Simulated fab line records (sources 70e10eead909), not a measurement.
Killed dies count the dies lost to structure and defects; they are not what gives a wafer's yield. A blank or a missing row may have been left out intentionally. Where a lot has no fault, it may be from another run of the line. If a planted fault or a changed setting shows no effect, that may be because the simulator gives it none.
fab line records	flow nandHarc
record lots=10	wafers=30	lastDay=33
route steps=1302 shown P_CONTACT@235 P_M0@260 END@1302
lots with no fault: from the same line, run without faults
startH: start of the lot's first displayed wafer, in hours after the record's first day	waitH: hours since the lot's step before	" unchanged from the row above	L1.1+2: several wafers, shown together as one row	- either no value or no given start	* or withheld: withheld	< > ~ a bound
route shown NAME@n: a module of which the file shows steps, and the number in the route of the first	usual: the fault-free wafers' mean and standard deviation	same: alike in all rows	chamber/n: place in a boat	sites: per-site readings	_std_site: standard deviation of those values	_edge_site: the outer-site mean with the inner-site mean subtracted	radiusMm: for every site, how far away it sits from the centre of the wafer	mask NAME#n: copy n	behind: tool/chamber where the wafer was last shaped	hold: the reason the lot was held/the length of the hold in hours/how it ended	device: the n, p or np transistor that did not switch	end of line: the tests these same wafers got at the end of their route	step lacking rows: just its recipe	killed: at the first sort, the dies lost to defects and structure; wafer yield is something else	map: shows each die of a wafer: x if killed, . if not, _ if none is there
set.NAME: the setting that was run; set.NAME@STEP: the one run at that earlier step	model.NAME: the simulator's own value behind a step, which no gauge read
the route's steps for a sample of lots (tables are steps, rows are wafers)
services: from which hour (startH, from the record's first day; less than 0 if before it) a tool's chamber was out of use, for how many hours, and why
## steps
# step NHARC_P_CONTACT_DESCUM_17
# recipe timeS=3	o2FlowSccm=200	arFlowSccm=0	biasPowerW=0	chemistry=O2
# usual chamberPressureMTorr=60.00/0.055	drypumpMotorCurrentA=5.9/0.5	oesProductAu=1.003/0.0098	rfVppV=57.7/0.87	showerheadPlenumPTorr=1.92/0.092	throttleValvePct=11.311/0.01
lot.wafer	tool	chamber	startH	waitH	chamberPressureMTorr	drypumpMotorCurrentA	oesProductAu	rfHoursCounterH	rfVppV	showerheadPlenumPTorr	throttleValvePct
L559.4	rieDiel-03	2	167.29	0.1	60.05	5.3	1.009	1.4	57.5	1.93	11.310
L559.2	"	1	"	"	60.10	6.0	1.006	1.4	58.5	1.91	11.308
L559.5	"	3	"	"	59.98	6.5	1.004	-	58.2	2.07	11.305
L560.3	rieDiel-03	3	172.04	0.1	59.99	6.5	1.002	1.6	58.9	2.06	11.326
L560.2	"	0	"	"	60.04	5.3	1.014	1.7	58.6	1.97	11.323
L560.1	"	2	"	"	59.98	5.3	1.005	1.7	58.1	1.93	11.293
L562.1	rieDiel-13	2	197.28	0.1	60.03	6.1	1.007	0.3	58.2	1.93	11.313
L562.2	"	3	"	"	59.95	6.5	0.985	0.9	58.6	1.79	11.327
L562.5	"	3	"	"	60.04	6.4	0.986	-	56.3	1.79	11.303
L564.4	rieDiel-03	2	218.41	0.1	60.02	5.3	1.003	2.8	57.7	1.93	11.314
L564.5	"	0	"	"	60.02	5.3	1.025	-	59.7	1.97	11.324
L564.6	"	1	"	"	60.05	6.0	1.003	-	58.2	1.91	11.307
L565.2	rieDiel-13	3	226.40	0.1	60.01	6.5	0.982	1.5	56.7	1.79	11.309
L565.6	"	3	"	"	59.97	6.5	0.991	-	57.4	1.79	11.301
L565.5	"	0	"	"	59.92	5.7	1.002	-	57.1	1.90	11.302
L566.4	rieDiel-07	0	247.37	0.1	59.99	6.0	1.012	5.9	57.7	1.78	11.295
L566.3	"	1	"	"	60.00	4.8	1.012	6.0	57.3	1.80	11.323
L566.5	"	3	"	"	60.00	6.1	1.009	-	58.3	2.03	11.309
L569.2	rieDiel-13	1	261.28	0.1	60.05	6.3	0.994	2.3	56.9	1.84	11.311
L569.6	"	2	"	"	59.86	6.1	1.016	-	57.3	1.93	11.311
L569.5	"	3	"	"	60.00	6.5	0.991	-	58.5	1.79	11.299
L571.4	rieDiel-07	1	283.71	0.1	60.04	4.8	1.004	7.3	56.5	1.80	11.316
L571.3	"	2	"	"	60.00	6.2	1.007	3.9	57.4	2.04	11.325
L571.1	"	0	"	"	59.99	6.0	1.007	7.8	56.6	1.78	11.321
L575.2	rieDiel-03	2	323.21	0.1	60.07	5.3	1.013	0.7	57.2	1.93	11.305
L575.1	"	0	"	"	59.95	5.3	1.008	0.7	56.6	1.97	11.314
L575.4	"	1	"	"	59.96	6.0	0.998	0.8	58.1	1.91	11.330
L576.2	rieDiel-13	1	337.83	0.1	59.94	6.4	0.999	4.3	56.3	1.84	11.307
L576.3	"	3	"	"	59.90	6.5	0.995	4.0	56.5	1.79	11.302
L576.6	"	0	"	"	60.09	5.7	1.014	-	58.6	1.90	11.306
# step NHARC_P_CONTACT_CD_MEAS_19
# usual cdNm=89.8/1.9
lot.wafer	tool	chamber	startH	waitH	cdNm
L559.2	cdSem-03	-	168.17	-	90.5
L559.4	"	-	"	"	93.4
L559.5	"	-	"	"	89.2
L560.1	cdSem-01	-	172.91	-	88.0
L560.2	"	-	"	"	87.3
L560.3	"	-	"	"	91.6
L562.1	cdSem-03	-	198.63	-	89.9
L562.2	"	-	"	"	89.7
L562.5	"	-	"	"	89.3
L564.4	cdSem-01	-	219.28	-	89.9
L564.5	"	-	"	"	93.8
L564.6	"	-	"	"	92.0
L565.2	cdSem-03	-	227.27	-	89.3
L565.5	"	-	"	"	88.0
L565.6	"	-	"	"	88.0
L566.3	cdSem-03	-	248.23	-	90.0
L566.4	"	-	"	"	90.1
L566.5	"	-	"	"	88.8
L569.2	cdSem-02	-	262.13	-	88.0
L569.5	"	-	"	"	89.5
L569.6	"	-	"	"	85.5
L571.1	cdSem-03	-	284.57	-	86.3
L571.3	"	-	"	"	91.8
L571.4	"	-	"	"	89.5
L575.1	cdSem-03	-	324.08	-	89.3
L575.2	"	-	"	"	91.0
L575.4	"	-	"	"	88.0
L576.2	cdSem-02	-	338.70	-	91.6
L576.3	"	-	"	"	87.6
L576.6	"	-	"	"	90.8
# step NHARC_P_CONTACT_STRIP_28
# recipe o2FlowSccm=500	arFlowSccm=0	biasW=0	chemistry=O2
# usual chamberPressureMTorr=60.00/0.049	drypumpMotorCurrentA=5.9/0.49	oesProductAu=1.002/0.01	rfVppV=57.7/0.94	showerheadPlenumPTorr=3.51/0.16	throttleValvePct=17.037/0.0088
lot.wafer	tool	chamber	startH	waitH	chamberPressureMTorr	drypumpMotorCurrentA	oesProductAu	rfHoursCounterH	rfVppV	showerheadPlenumPTorr	throttleValvePct
L559.4	rieDiel-07	2	168.26	0.1	60.03	6.2	1.004	0.2	59.1	3.75	17.029
L559.2	"	3	"	"	60.11	6.1	1.013	2.4	58.5	3.73	17.027
L559.5	"	1	"	"	59.96	4.9	1.007	-	57.3	3.34	17.037
L560.2	rieDiel-03	0	172.98	0.1	59.98	5.3	1.007	2.1	58.3	3.62	17.036
L560.3	"	1	"	"	59.92	6.0	1.008	2.1	57.8	3.53	17.024
L560.1	"	3	"	"	60.00	6.5	0.997	1.8	58.5	3.79	17.021
L562.2	rieDiel-07	0	198.73	0.1	59.98	6.0	1.001	3.1	55.4	3.30	17.052
L562.1	"	1	"	"	60.00	4.8	1.004	3.1	57.0	3.34	17.023
L562.5	"	2	"	"	60.01	6.2	1.004	-	57.3	3.75	17.043
L564.4	rieDiel-07	3	219.41	0.1	59.99	6.2	1.003	-	59.6	3.73	17.039
L564.5	"	0	"	"	60.05	6.0	1.010	-	57.3	3.30	17.031
L564.6	"	1	"	"	60.00	4.8	1.006	-	57.6	3.34	17.039
L565.2	rieDiel-07	2	227.37	0.1	60.03	6.2	1.007	1.4	58.7	3.75	17.030
L565.5	"	0	"	"	59.95	6.0	1.007	-	56.0	3.30	17.040
L565.6	"	1	"	"	59.96	4.8	1.007	-	57.3	3.33	17.034
L566.3	rieDiel-13	1	248.33	0.1	59.95	6.4	0.992	2.1	57.8	3.40	17.038
L566.5	"	1	"	"	59.98	6.3	0.979	-	57.4	3.40	17.047
L566.4	"	2	"	"	59.90	6.1	1.011	-	57.0	3.56	17.039
L569.2	rieDiel-07	0	262.23	0.1	59.98	5.9	1.016	7.4	57.4	3.30	17.054
L569.5	"	2	"	"	60.00	6.2	1.018	-	57.1	3.75	17.020
L569.6	"	3	"	"	60.02	6.2	1.005	-	58.6	3.73	17.040
L571.1	rieDiel-07	3	284.65	0.1	60.01	6.1	0.998	8.6	58.3	3.73	17.035
L571.3	"	0	"	"	60.04	6.0	1.003	8.3	57.9	3.30	17.031
L571.4	"	1	"	"	59.98	4.8	1.007	7.8	56.8	3.33	17.034
L575.1	rieDiel-13	3	324.16	0.1	59.93	6.5	0.982	3.9	56.7	3.31	17.035
L575.2	"	0	"	"	60.03	5.8	0.999	4.2	57.7	3.51	17.042
L575.4	"	2	"	"	60.04	6.1	1.005	3.7	58.1	3.56	17.044
L576.3	rieDiel-13	0	338.77	0.1	59.97	5.7	1.001	4.6	57.0	3.51	17.039
L576.2	"	2	"	"	59.95	6.1	0.999	4.3	57.5	3.56	17.029
L576.6	"	1	"	"	59.99	6.3	0.993	-	56.9	3.39	17.036
# step NHARC_P_M0_EXPOSE_06
# recipe na=1.35	targetCdNm=90	doseMj=81.28	maskId=P_M0
# usual exposureDoseMJCm2=81.18/0.085
lot.wafer	tool	chamber	startH	waitH	mask	exposureDoseMJCm2
L559.2	arfiScanner-03	0	171.02	-	P_M0#0	81.28
L559.4	"	0	"	"	P_M0#0	81.23
L559.5	"	0	"	"	P_M0#0	81.14
L560.1	arfiScanner-02	0	175.92	-	P_M0#0	81.13
L560.2	"	0	"	"	P_M0#0	81.18
L560.3	"	0	"	"	P_M0#0	81.19
L562.1	arfiScanner-03	0	201.62	-	P_M0#0	81.20
L562.2	"	0	"	"	P_M0#0	81.24
L562.5	"	0	"	"	P_M0#0	81.23
L564.4	arfiScanner-03	0	222.18	-	P_M0#0	81.10
L564.5	"	0	"	"	P_M0#0	81.09
L564.6	"	0	"	"	P_M0#0	81.14
L565.2	arfiScanner-03	0	230.12	-	P_M0#0	76.01
L565.5	"	0	"	"	P_M0#0	75.99
L565.6	"	0	"	"	P_M0#0	76.05
L566.3	arfiScanner-01	0	251.23	-	P_M0#0	81.16
L566.4	"	0	"	"	P_M0#0	81.30
L566.5	"	0	"	"	P_M0#0	81.24
L569.2	arfiScanner-03	0	265.11	-	P_M0#0	76.99
L569.5	"	0	"	"	P_M0#0	77.01
L569.6	"	0	"	"	P_M0#0	76.95
L571.1	arfiScanner-03	0	287.54	-	P_M0#0	77.92
L571.3	"	0	"	"	P_M0#0	77.93
L571.4	"	0	"	"	P_M0#0	77.98
L575.1	arfiScanner-02	0	326.96	-	P_M0#0	81.03
L575.2	"	0	"	"	P_M0#0	81.23
L575.4	"	0	"	"	P_M0#0	81.08
L576.2	arfiScanner-01	0	341.67	-	P_M0#0	81.27
L576.3	"	0	"	"	P_M0#0	81.25
L576.6	"	0	"	"	P_M0#0	81.27
# step NHARC_P_M0_CD_MEAS_09
# recipe targetCdNm=90	landingEnergyEv=500
# usual cdNm=89.8/0.72
lot.wafer	tool	chamber	startH	waitH	hold	cdNm
L559.2	cdSem-02	0	171.16	-	-	89.6
L559.4	"	0	"	"	-	88.9
L559.5	"	0	"	"	-	89.7
L560.1	cdSem-03	0	176.07	-	-	89.8
L560.2	"	0	"	"	-	89.4
L560.3	"	0	"	"	-	89.4
L562.1	cdSem-01	0	201.76	-	-	89.0
L562.2	"	0	"	"	-	89.0
L562.5	"	0	"	"	-	89.6
L564.4	cdSem-01	0	222.31	-	-	89.0
L564.5	"	0	"	"	-	89.9
L564.6	"	0	"	"	-	90.2
L565.2	cdSem-03	0	230.26	-	awaitDispo/0.2h/release	86.8
L565.5	"	0	"	"	awaitDispo/0.2h/release	85.8
L565.6	"	0	"	"	awaitDispo/0.2h/release	85.9
L565.2	cdSem-03	0	-	-	-	86.9
L565.5	"	0	"	"	-	85.8
L565.6	"	0	"	"	-	85.5
L566.3	cdSem-01	0	251.37	-	-	90.4
L566.4	"	0	"	"	-	88.5
L566.5	"	0	"	"	-	88.8
L569.2	cdSem-02	0	265.24	-	awaitDispo/0.2h/release	87.5
L569.5	"	0	"	"	awaitDispo/0.2h/release	86.2
L569.6	"	0	"	"	awaitDispo/0.2h/release	86.1
L569.2	cdSem-02	0	-	-	-	87.8
L569.5	"	0	"	"	-	86.4
L569.6	"	0	"	"	-	85.9
L571.1	cdSem-03	0	287.68	-	awaitDispo/0.2h/release	87.4
L571.3	"	0	"	"	awaitDispo/0.2h/release	86.7
L571.4	"	0	"	"	awaitDispo/0.2h/release	87.3
L571.1	cdSem-03	0	-	-	-	87.6
L571.3	"	0	"	"	-	87.2
L571.4	"	0	"	"	-	86.9
L575.1	cdSem-03	0	327.10	-	-	90.3
L575.2	"	0	"	"	-	89.1
L575.4	"	0	"	"	-	90.9
L576.2	cdSem-02	0	341.81	-	-	88.4
L576.3	"	0	"	"	-	89.6
L576.6	"	0	"	"	-	89.6
# step NHARC_P_M0_CD_MEAS_16
# usual cdNm=89.3/1.1
lot.wafer	tool	chamber	startH	waitH	hold	cdNm
L559.2	cdSem-01	-	171.64	-	-	88.8
L559.4	"	-	"	"	-	88.0
L559.5	"	-	"	"	-	89.5
L560.1	cdSem-03	-	176.58	-	-	89.8
L560.2	"	-	"	"	-	89.4
L560.3	"	-	"	"	-	87.1
L562.1	cdSem-01	-	202.24	-	-	89.0
L562.2	"	-	"	"	-	87.7
L562.5	"	-	"	"	-	89.5
L564.4	cdSem-03	-	222.80	-	-	88.6
L564.5	"	-	"	"	-	88.7
L564.6	"	-	"	"	-	88.7
L565.2	cdSem-03	-	232.76	-	awaitDispo/0.2h/release	84.8
L565.5	"	-	"	"	awaitDispo/0.2h/release	86.5
L565.6	"	-	"	"	awaitDispo/0.2h/release	84.9
L565.2	cdSem-03	-	232.95	0.2	-	85.1
L565.5	"	-	"	"	-	86.7
L565.6	"	-	"	"	-	85.1
L566.3	cdSem-02	-	251.86	-	-	89.0
L566.4	"	-	"	"	-	87.9
L566.5	"	-	"	"	-	88.8
L569.2	cdSem-03	-	269.23	-	awaitDispo/0.2h/release	87.1
L569.5	"	-	"	"	awaitDispo/0.2h/release	85.0
L569.6	"	-	"	"	awaitDispo/0.2h/release	85.5
L569.2	cdSem-03	-	269.42	0.2	-	87.2
L569.5	"	-	"	"	-	85.1
L569.6	"	-	"	"	-	86.1
L571.1	cdSem-03	-	288.59	-	-	87.3
L571.3	"	-	"	"	-	86.0
L571.4	"	-	"	"	-	87.4
L575.1	cdSem-03	-	327.58	-	-	90.3
L575.2	"	-	"	"	-	89.1
L575.4	"	-	"	"	-	91.1
L576.2	cdSem-02	-	342.41	-	-	87.4
L576.3	"	-	"	"	-	89.9
L576.6	"	-	"	"	-	88.5
# step NHARC_END_SORT_01
# recipe tempC=25
# usual defectLimitedYield=90/3.8	killedAtArray=61/26	killedAtOther=0.8/1.1	killedAtPeriphery=4.0/2.6	killedDies=66/26	killedOpen=3.1/1.7	killedShort=2.5/1.5
# same grossDies=677
lot.wafer	tool	chamber	startH	waitH	defectLimitedYield[%]	killedAtArray	killedAtOther	killedAtPeriphery	killedDies	killedOpen	killedShort
L559.2	prober-02	0	626.98	2.8	93	46	1	0	47	2	1
L559.4	prober-02	0	628.59	3.4	93	46	2	2	50	5	2
L559.5	prober-02	0	629.39	3.7	94	41	0	1	42	1	4
L565.2	prober-02	0	690.82	2.8	89	68	3	3	74	2	5
L565.5	prober-02	0	693.29	3.8	89	69	2	3	74	2	1
L565.6	prober-02	0	694.11	4.1	88	75	0	7	82	2	1
L571.1	prober-01	0	720.06	2.5	95	31	4	1	36	1	3
L571.3	prober-01	0	721.64	3.1	94	32	1	7	40	0	4
L571.4	prober-01	0	722.44	3.4	95	28	1	2	31	1	6
# killed by level:class
L559.2 A_CHANNEL_HOLE_D2:chamberFilmFlake=30 A_CONTACT:chamberFilmFlake=5 A_WL_FILL:chamberFilmFlake=3 A_CHANNEL_HOLE_D1:chamberFilmFlake=2 A_DECK1_JOINT:geometricParticle:short=1 A_DECK1_JOINT:geometricParticle:open=1 A_M0:geometricParticle:open=1 THIN_TSV:chamberFilmFlake=1
L559.4 A_CHANNEL_HOLE_D2:chamberFilmFlake=29 A_CHANNEL_HOLE_D1:chamberFilmFlake=6 A_SGD_CUT:geometricParticle:open=2 P_STI:chamberFilmFlake=2 A_CONTACT:chamberFilmFlake=2 THIN_TSV:chamberFilmFlake=2 A_SOURCE_PLATE:geometricParticle:open=1 A_ONON_D1:geometricParticle:short=1
L559.5 A_CHANNEL_HOLE_D2:chamberFilmFlake=27 A_CHANNEL_HOLE_D1:chamberFilmFlake=4 A_WL_FILL:chamberFilmFlake=3 A_WL_FILL:geometricParticle:short=2 A_CHANNEL_FILL_D1:geometricParticle:short=1 A_DECK1_JOINT:geometricParticle:short=1 A_WL_FILL:geometricParticle:open=1 P_STI:chamberFilmFlake=1
L565.2 A_SLIT:chamberFilmFlake=27 A_CHANNEL_HOLE_D2:chamberFilmFlake=15 A_CONTACT:chamberFilmFlake=9 A_CHANNEL_HOLE_D1:chamberFilmFlake=8 THIN_TSV:chamberFilmFlake=3 A_CHANNEL_FILL_D2:geometricParticle:short=2 P_GATE:chamberFilmFlake=2 A_WL_FILL:chamberFilmFlake=2
L565.5 A_SLIT:chamberFilmFlake=29 A_CHANNEL_HOLE_D2:chamberFilmFlake=20 A_CONTACT:chamberFilmFlake=12 A_CHANNEL_HOLE_D1:chamberFilmFlake=4 P_GATE:chamberFilmFlake=2 THIN_TSV:chamberFilmFlake=2 P_GATE:geometricParticle:open=1 A_CHANNEL_FILL_D1:geometricParticle:open=1
L565.6 A_SLIT:chamberFilmFlake=36 A_CHANNEL_HOLE_D2:chamberFilmFlake=17 A_CONTACT:chamberFilmFlake=10 P_GATE:chamberFilmFlake=6 A_CHANNEL_HOLE_D1:chamberFilmFlake=4 A_STAIRCASE:chamberFilmFlake=2 A_ONON_D2:geometricParticle:short=1 A_CHANNEL_HOLE_D2:geometricParticle:open=1
L571.1 A_CHANNEL_HOLE_D1:chamberFilmFlake=12 A_SLIT:chamberFilmFlake=5 A_CONTACT:chamberFilmFlake=5 A_STAIRCASE:chamberFilmFlake=4 THIN_TSV:chamberFilmFlake=3 A_CHANNEL_FILL_D1:geometricParticle:short=2 A_CHANNEL_FILL_D2:geometricParticle:open=1 A_WL_FILL:geometricParticle:short=1
L571.3 A_CHANNEL_HOLE_D1:chamberFilmFlake=17 A_ZERO_WELL:chamberFilmFlake=3 A_SGD_CUT:chamberFilmFlake=3 A_CHANNEL_FILL_D2:geometricParticle:short=2 P_BONDPAD:chamberFilmFlake=2 A_STAIRCASE:chamberFilmFlake=2 A_SLIT:chamberFilmFlake=2 A_CONTACT:chamberFilmFlake=2
L571.4 A_CHANNEL_HOLE_D1:chamberFilmFlake=9 A_SLIT:chamberFilmFlake=4 A_CONTACT:chamberFilmFlake=4 A_CHANNEL_FILL_D2:geometricParticle:short=2 A_M0:geometricParticle:short=2 P_GATE:chamberFilmFlake=2 A_STAIRCASE:chamberFilmFlake=2 A_SGD_CUT:chamberFilmFlake=2
## services
tool	chamber	startH	hours	kind
rieDiel-07	3	146.32	6.7	repair
arfiScanner-02	-	157.76	0.3	repair
arfiScanner-03	-	157.89	0.2	repair
rieDiel-13	2	164.65	5.0	repair
rieDiel-13	-	165.00	9.0	pm
rieDiel-13	2	179.09	7.3	repair
rieDiel-03	2	184.09	4.3	repair
rieDiel-07	2	184.54	11.3	repair
arfiScanner-03	-	196.00	4.0	pm
rieDiel-07	2	210.74	13.1	repair
arfiScanner-03	-	215.87	3.9	repair
rieDiel-03	0	223.08	5.4	repair
rieDiel-13	3	228.61	31.7	repair
arfiScanner-02	-	229.63	3.1	repair
arfiScanner-01	-	252.03	4.0	pm
rieDiel-03	2	258.87	4.8	repair
arfiScanner-02	-	260.58	0.3	repair
rieDiel-03	-	281.30	9.0	pm
arfiScanner-01	-	281.57	1.4	repair
arfiScanner-02	-	284.84	0.5	repair
rieDiel-07	-	294.20	9.0	pm
rieDiel-03	-	294.67	1.5	repair
arfiScanner-03	-	324.87	3.2	repair
rieDiel-03	2	332.04	8.3	repair
## key
firstSign step=NHARC_P_M0_EXPOSE_06	reading=exposureDoseMJCm2	direction=down	sigmas=50	usual=81.18	struck=76.98
effect step=NHARC_P_M0_CD_MEAS_09	reading=visit	direction=added	through=controlLoop
effect step=NHARC_P_M0_CD_MEAS_16	reading=visit	direction=added	through=controlLoop
metAt NHARC_P_M0_EXPOSE_06
struckLots L565,L569,L571
loopTrim step=NHARC_P_M0_EXPOSE_06	setting=dose	lots=L569,L571
notActingAt NHARC_P_CONTACT_DESCUM_17,NHARC_P_CONTACT_CD_MEAS_19,NHARC_P_CONTACT_STRIP_28
onsetBetween 222.18 230.12
fault kind=processParameterDrift	tool=arfiScanner-03	chamber=-	onsetH=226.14	steps=NHARC_P_M0_EXPOSE_06	channel=doseMj	offset=-5.1523	shape=step	actsIn=theseRecipesOnly	stated=81.28
# loopTrim: a control loop set the setting to another value than it would have without faults
